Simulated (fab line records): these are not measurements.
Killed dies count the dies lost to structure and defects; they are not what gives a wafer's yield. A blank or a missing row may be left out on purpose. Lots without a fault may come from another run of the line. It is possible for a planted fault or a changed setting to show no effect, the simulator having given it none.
Matching of chambers ; flow nand-harc ; 4 sister chambers for NHARC_A_CHANNEL_HOLE_D2_DESCUM_15 on rie-diel-02
The step chemistry O2, time 3 s. 18 wafers are shown with their chamber, then 9 later ones without.

WAFERS WITH THEIR CHAMBER
wafer;chamber;drypump-motor-current-A (A);oes-product-au (a.u.);rf-vpp-V (V)
L082.2;3;4.7;1.016;57.9
L082.3;2;6.3;1.003;56.9
L082.6;0;6.3;1.022;56.5
L083.1;2;6.3;1.006;57.3
L083.4;3;4.7;1.015;60.2
L083.6;1;6.0;1.016;59.8
L087.3;3;4.7;1.007;58.8
L087.5;1;6.0;1.009;57.4
L087.6;2;6.2;0.997;58.7
L088.1;0;6.2;1.011;58.7
L088.5;2;6.3;1.007;57.3
L088.6;0;6.3;1.012;57.5
L090.1;0;6.2;1.005;57.0
L090.2;2;6.2;1.005;56.7
L090.5;1;6.0;1.010;58.3
L093.1;1;6.0;1.006;57.9
L093.3;0;6.2;1.019;56.1
L093.4;3;4.7;1.010;57.7

SIGNATURES, as means of the wafers listed above
reading;chamber 0;chamber 1;chamber 2;chamber 3;scatter within a chamber
drypump-motor-current-A;6.240;6.000;6.260;4.700;0.0414
oes-product-au;1.01380;1.01025;1.00360;1.01200;0.00502
rf-vpp-V;57.160;58.350;57.380;58.650;0.986
Rule: distance of a wafer from a chamber = root of the sum over the readings of ((wafer's reading minus chamber's mean) / reading's scatter) squared. If the next closest chamber is less than 2 further off than the closest, the wafer can't be placed; otherwise it belongs to the closest. The scatter: the root of (the sum of the squares of (reading less its chamber's mean) over the shown wafers, divided by (wafers less chambers)).

WAFERS MISSING THEIR CHAMBER
wafer;drypump-motor-current-A (A);oes-product-au (a.u.);rf-vpp-V (V)
L094.1;6.0;1.001;58.0
L094.4;6.2;1.009;57.1
L094.5;6.0;0.996;58.9
L095.1;6.3;1.012;56.5
L095.4;6.0;1.012;58.4
L095.5;6.3;1.008;58.0
L096.2;6.3;0.994;57.9
L096.3;6.2;1.007;57.6
L096.6;6.2;1.013;57.2

WHICH CHAMBER EACH WENT THROUGH
wafer;from the rows above;in truth
L094.1;1;1
L094.4;can't be placed: 0 or 2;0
L094.5;1;1
L095.1;can't be placed: 0 or 2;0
L095.4;1;1
L095.5;can't be placed: 2 or 0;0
L096.2;2;2
L096.3;can't be placed: 2 or 0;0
L096.6;can't be placed: 0 or 2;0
4 of 9 placed correctly. These rows do not allow placing 5 (true chamber among the candidates in 5). Wrongly placed: 0.
